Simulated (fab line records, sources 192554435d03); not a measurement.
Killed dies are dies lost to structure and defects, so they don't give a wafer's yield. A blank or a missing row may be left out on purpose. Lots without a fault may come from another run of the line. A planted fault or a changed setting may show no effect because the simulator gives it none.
Chamber matching | flow n5_finfet | N5_BEOL_M7_ILD_DEP_00 on pecvd-03: 3 sister chambers
The step deposits SiCOH lowk from DEMS/porogen, target thk 179.75 nm, time 33.4 s. 24 wafers are shown with their chamber, then 12 later ones without.

WAFERS WITH THEIR CHAMBER
wafer  | chamber | throttle_valve_pct (%) | showerhead_plenum_p_Torr (Torr) | heater_power_w (W)
L074.1 | 0       | 14.3                   | 5.770                           | 336
L074.3 | 1       | 13.0                   | 5.732                           | 357
L074.5 | 0       | 14.3                   | 5.765                           | 347
L076.1 | 0       | 14.1                   | 5.760                           | 360
L076.2 | 1       | 13.1                   | 5.746                           | 356
L076.3 | 2       | 13.4                   | 5.740                           | 342
L078.1 | 1       | 13.1                   | 5.736                           | 313
L078.5 | 1       | 13.4                   | 5.719                           | 326
L078.6 | 0       | 14.6                   | 5.746                           | 323
L083.3 | 2       | 13.6                   | 5.746                           | 364
L083.4 | 0       | 14.4                   | 5.765                           | 348
L083.6 | 1       | 13.4                   | 5.722                           | 323
L085.1 | 2       | 13.6                   | 5.733                           | 370
L085.4 | 0       | 14.4                   | 5.739                           | 338
L085.6 | 2       | 13.6                   | 5.746                           | 383
L086.1 | 2       | 13.5                   | 5.744                           | 379
L086.4 | 1       | 13.4                   | 5.707                           | 331
L086.5 | 2       | 13.6                   | 5.732                           | 310
L088.1 | 2       | 13.3                   | 5.739                           | 372
L088.2 | 1       | 13.4                   | 5.732                           | 337
L088.4 | 0       | 14.4                   | 5.755                           | 361
L090.1 | 1       | 13.5                   | 5.719                           | 294
L090.4 | 0       | 14.3                   | 5.763                           | 291
L090.6 | 2       | 13.5                   | 5.736                           | 372

SIGNATURES (means of the wafers above)
reading                  | chamber 0 | chamber 1 | chamber 2 | scatter within a chamber
throttle_valve_pct       | 14.350    | 13.287    | 13.512    | 0.151
showerhead_plenum_p_Torr | 5.75788   | 5.72663   | 5.73950   | 0.00987
heater_power_w           | 338.00    | 329.62    | 361.50    | 22.7
Rule: a wafer's distance from a chamber is the root of the sum, over the readings, of the square of ((its reading less the chamber's mean) divided by the reading's scatter). The wafer belongs to the nearest chamber; if the next one is less than 2 further off, it can't be placed. The scatter: the root of (the sum of the squares of (reading less its chamber's mean) over the shown wafers, divided by (wafers less chambers)).

WAFERS WITHOUT THEIR CHAMBER
wafer  | throttle_valve_pct (%) | showerhead_plenum_p_Torr (Torr) | heater_power_w (W)
L089.1 | 13.1                   | 5.726                           | 348
L089.3 | 13.5                   | 5.736                           | 334
L089.6 | 13.4                   | 5.741                           | 329
L094.4 | 13.3                   | 5.721                           | 336
L094.5 | 14.3                   | 5.747                           | 353
L094.6 | 13.7                   | 5.729                           | 385
L093.1 | 14.4                   | 5.758                           | 368
L093.4 | 14.6                   | 5.766                           | 359
L093.5 | 13.3                   | 5.737                           | 334
L095.1 | 13.5                   | 5.735                           | 383
L095.3 | 13.2                   | 5.728                           | 294
L095.6 | 13.2                   | 5.744                           | 289

WHICH CHAMBER EACH WENT THROUGH
wafer  | from the rows above     | in truth
L089.1 | can't be placed: 1 or 2 | 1
L089.3 | can't be placed: 2 or 1 | 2
L089.6 | can't be placed: 2 or 1 | 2
L094.4 | can't be placed: 1 or 2 | 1
L094.5 | 0                       | 0
L094.6 | can't be placed: 2 or 1 | 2
L093.1 | 0                       | 0
L093.4 | 0                       | 0
L093.5 | can't be placed: 1 or 2 | 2
L095.1 | can't be placed: 2 or 1 | 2
L095.3 | 1                       | 1
L095.6 | can't be placed: 1 or 2 | 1
Placed correctly: 4 of 12. Can't be placed from these rows: 8 (the true chamber is among the candidates in 8). Placed wrongly: 0.
